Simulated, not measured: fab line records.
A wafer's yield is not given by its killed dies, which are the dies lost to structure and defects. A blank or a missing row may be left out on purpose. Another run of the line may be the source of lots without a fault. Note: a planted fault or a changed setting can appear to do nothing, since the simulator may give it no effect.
A lot that was struck, set against a sound lot | flow nand_harc | 14 steps out of a route of 1302
Sound: these wafers, L350.2, L350.5, L350.6. Struck: wafer L357.5. (L357.1, L357.2 of the same lot were not struck and are left out.) The cause comes at the end.
Order at every step that has rows: each side's tool, ch and its chambers, its first start. Under that, the readings that differ: sound wafers | struck wafers | difference of the means | sigmas: that difference in standard deviations of wafers without a fault.
alike: same words and numbers on both sides, and readings whose means sit less than 2 such deviations apart. not compared: any withheld reading, any reading some wafer has no value for, any bound like >300 that may hide the same value, and any number with overlapping values for which the record gives no deviation.
Wherever a step has rows on one side only, a row that says differs or no value, or a row with sigmas, the two part there. Numbers that have no deviation but don't overlap get no sigmas and don't part them. A reading missing from all wafers of one side parts the sides only when that side holds two or more wafers.

NHARC_A_STAIRCASE_DEP_280: deposits SiON, target thk 30 nm.
  sound on pecvd-03 ch 1,2, day 19 21:12; struck on pecvd-02 ch 1, day 23 11:46
  alike: heater_power_outer_w, heater_power_w
then, 9 steps without rows for these wafers: NHARC_A_STAIRCASE_DEHYDRATE_281 (time 120 s); NHARC_A_STAIRCASE_HMDS_282 (time 30 s); NHARC_A_STAIRCASE_COAT_283; NHARC_A_STAIRCASE_SOFTBAKE_284 (time 170 s); NHARC_A_STAIRCASE_EBR_285; NHARC_A_STAIRCASE_EXPOSE_286 (exposes mask CHOP 100); NHARC_A_STAIRCASE_PEB_287 (peb time 130 s); NHARC_A_STAIRCASE_DEVELOP_288 (time 140 s); NHARC_A_STAIRCASE_HARDBAKE_290 (time 140 s).
NHARC_A_STAIRCASE_DESCUM_291: chemistry O2, time 3 s.
  sound on rie_diel-13 ch 1,3, day 19 22:08; struck on rie_diel-13 ch 3, day 23 12:43
  alike: drypump_motor_current_A, oes_product_au, rf_vpp_V, showerhead_plenum_p_Torr, throttle_valve_pct
  not compared: rf_hours_counter_h
NHARC_A_STAIRCASE_ETCH_292: etches the open film in CF4/CHF3.
  sound on rie_diel-13 ch 2,3, day 19 22:16; struck on rie_diel-13 ch 1, day 23 12:48
  reading               | sound             | struck | difference | sigmas
  oes_product_au (a.u.) | 0.923 0.937 0.933 | 0.858  | -0.073     | -3
  alike: drypump_motor_current_A, rf_vpp_V, showerhead_plenum_p_Torr, throttle_valve_pct
  not compared: rf_hours_counter_h
NHARC_A_STAIRCASE_HM_OPEN_460: chemistry O2/COS.
  sound: rie_diel-13 ch 0,3; struck: rie_diel-13 ch 2
  alike: drypump_motor_current_A, oes_product_au, rf_vpp_V, showerhead_plenum_p_Torr, throttle_valve_pct
  not compared: rf_hours_counter_h
-- record jumps: 8 days between struck wafers' starts before vs after; left off in module A_STAIRCASE, resumes in module END, first step shown is number 1302 of the route --
NHARC_END_SORT_01:
  sound on prober-01 ch 0, day 27 12:32; struck on prober-01 ch 0, day 31 21:47
  reading             | sound    | struck | difference | sigmas
  killed_at_array     | 67 78 74 | 577    | +504       | +28
  killed_at_periphery | 11 7 8   | 2      | -7         | -2
  killed_dies         | 78 85 83 | 580    | +498       | +26
  alike: killed_at_other, killed_open, killed_short

== WHERE THEY PART ==
Earliest at NHARC_A_STAIRCASE_ETCH_292; latest, in this record, at NHARC_END_SORT_01.

WHY: the cause the simulator had injected
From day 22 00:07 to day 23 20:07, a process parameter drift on rie_diel-13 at NHARC_A_STAIRCASE_ETCH_292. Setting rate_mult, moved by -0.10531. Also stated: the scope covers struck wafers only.
